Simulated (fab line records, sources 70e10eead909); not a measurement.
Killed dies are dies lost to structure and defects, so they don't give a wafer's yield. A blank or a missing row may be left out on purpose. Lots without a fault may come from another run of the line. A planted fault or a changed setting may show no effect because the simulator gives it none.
Chamber matching | flow nand_harc | NHARC_A_CONTACT_DEP_24 on pecvd-01: 3 sister chambers
The step deposits SiO2, target thk 500 nm. 22 wafers are shown with their chamber, then 11 later ones without.

WAFERS WITH THEIR CHAMBER
wafer  | chamber | heater_power_w (W) | throttle_valve_pct (%)
L074.2 | 2       | 503                | 15.9
L074.4 | 1       | 318                | 16.2
L074.6 | 0       | 732                | 15.6
L077.1 | 0       | 691                | 15.4
L077.3 | 2       | 629                | 15.9
L077.4 | 2       | 668                | 16.0
L081.1 | 0       | 648                | 15.4
L081.3 | 1       | 476                | 16.4
L081.6 | 1       | 477                | 16.0
L080.1 | 1       | 486                | 16.1
L080.2 | 2       | 636                | 15.6
L080.3 | 0       | 677                | 15.7
L082.1 | 0       | 707                | 15.5
L082.2 | 2       | 597                | 16.1
L082.3 | 1       | 401                | 16.1
L082.4 | 1       | 427                | 16.2
L082.5 | 2       | 637                | 15.8
L082.6 | 0       | 720                | 15.9
L083.2 | 1       | 362                | 16.3
L083.4 | 0       | 746                | 15.8
L083.5 | 1       | 410                | 16.1
L084.1 | 1       | 477                | 16.0

SIGNATURES (means of the wafers above)
reading            | chamber 0 | chamber 1 | chamber 2 | scatter within a chamber
heater_power_w     | 703.00    | 426.00    | 611.67    | 52.1
throttle_valve_pct | 15.614    | 16.156    | 15.883    | 0.165
Rule: a wafer's distance from a chamber is the root of the sum, over the readings, of the square of ((its reading less the chamber's mean) divided by the reading's scatter). The wafer belongs to the nearest chamber; if the next one is less than 2 further off, it can't be placed. The scatter: the root of (the sum of the squares of (reading less its chamber's mean) over the shown wafers, divided by (wafers less chambers)).

WAFERS WITHOUT THEIR CHAMBER
wafer  | heater_power_w (W) | throttle_valve_pct (%)
L084.3 | 714                | 15.8
L084.6 | 756                | 15.6
L087.3 | 645                | 15.9
L087.5 | 428                | 16.4
L087.6 | 684                | 16.2
L092.1 | 556                | 16.0
L092.3 | 720                | 15.9
L092.5 | 603                | 16.0
L093.3 | 625                | 16.0
L093.4 | 675                | 16.0
L093.5 | 366                | 15.9

WHICH CHAMBER EACH WENT THROUGH
wafer  | from the rows above     | in truth
L084.3 | can't be placed: 0 or 2 | 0
L084.6 | 0                       | 0
L087.3 | can't be placed: 2 or 0 | 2
L087.5 | 1                       | 1
L087.6 | can't be placed: 2 or 0 | 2
L092.1 | can't be placed: 2 or 1 | 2
L092.3 | can't be placed: 0 or 2 | 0
L092.5 | 2                       | 2
L093.3 | 2                       | 2
L093.4 | can't be placed: 2 or 0 | 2
L093.5 | 1                       | 1
Placed correctly: 5 of 11. Can't be placed from these rows: 6 (the true chamber is among the candidates in 6). Placed wrongly: 0.
